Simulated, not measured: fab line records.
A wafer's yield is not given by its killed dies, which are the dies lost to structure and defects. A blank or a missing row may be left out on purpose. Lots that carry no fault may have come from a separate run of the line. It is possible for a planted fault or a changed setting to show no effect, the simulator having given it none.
Chamber matching / flow n5_finfet / N5_DUMMY_GATE_ALD_02 on ald_sin-04: 4 sister chambers
The step deposits SiO2, target thk 2 nm, pulse time 1 s. 8 wafers are shown with their chamber, then 12 later ones without.

== EACH WAFER AND ITS CHAMBER ==
wafer=L082.3; chamber=2; heater_power_outer_w (W)=263; heater_power_w (W)=474
wafer=L083.5; chamber=2; heater_power_outer_w (W)=268; heater_power_w (W)=470
wafer=L083.6; chamber=1; heater_power_outer_w (W)=233; heater_power_w (W)=404
wafer=L086.1; chamber=3; heater_power_outer_w (W)=324; heater_power_w (W)=569
wafer=L086.6; chamber=1; heater_power_outer_w (W)=237; heater_power_w (W)=416
wafer=L087.2; chamber=0; heater_power_outer_w (W)=233; heater_power_w (W)=441
wafer=L087.5; chamber=3; heater_power_outer_w (W)=333; heater_power_w (W)=541
wafer=L087.6; chamber=0; heater_power_outer_w (W)=233; heater_power_w (W)=433

== WAFERS WITH NO CHAMBER GIVEN ==
wafer=L089.1; heater_power_outer_w (W)=231; heater_power_w (W)=443
wafer=L089.4; heater_power_outer_w (W)=332; heater_power_w (W)=555
wafer=L089.6; heater_power_outer_w (W)=330; heater_power_w (W)=561
wafer=L092.1; heater_power_outer_w (W)=262; heater_power_w (W)=470
wafer=L092.2; heater_power_outer_w (W)=241; heater_power_w (W)=435
wafer=L092.5; heater_power_outer_w (W)=236; heater_power_w (W)=430
wafer=L094.2; heater_power_outer_w (W)=232; heater_power_w (W)=418
wafer=L094.3; heater_power_outer_w (W)=263; heater_power_w (W)=486
wafer=L094.6; heater_power_outer_w (W)=232; heater_power_w (W)=427
wafer=L095.2; heater_power_outer_w (W)=258; heater_power_w (W)=482
wafer=L095.5; heater_power_outer_w (W)=335; heater_power_w (W)=549
wafer=L095.6; heater_power_outer_w (W)=260; heater_power_w (W)=475

== EACH ONE'S CHAMBER ==
wafer=L089.1; from the rows above=0; in truth=0
wafer=L089.4; from the rows above=3; in truth=3
wafer=L089.6; from the rows above=3; in truth=3
wafer=L092.1; from the rows above=2; in truth=2
wafer=L092.2; from the rows above=can't be placed: 0 or 1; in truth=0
wafer=L092.5; from the rows above=can't be placed: 0 or 1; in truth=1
wafer=L094.2; from the rows above=can't be placed: 1 or 0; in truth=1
wafer=L094.3; from the rows above=2; in truth=2
wafer=L094.6; from the rows above=can't be placed: 0 or 1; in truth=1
wafer=L095.2; from the rows above=2; in truth=2
wafer=L095.5; from the rows above=3; in truth=3
wafer=L095.6; from the rows above=2; in truth=2
Correct placement for 8 of the 12. These rows do not allow placing 4 (true chamber among the candidates in 4). Placed wrongly: 0.
How it was worked out, from the rows above alone: a wafer's distance from a chamber is the root of the sum, over the readings, of the square of ((its reading less the chamber's mean) divided by the reading's scatter). If the next closest chamber is less than 2 further off than the closest, the wafer can't be placed; otherwise it belongs to the closest. The mean given for a chamber averages the wafers shown for that chamber. How the scatter is found: for the shown wafers, subtract from each reading the mean of its chamber, square and add these, divide the total by (wafers less chambers), then take the root.
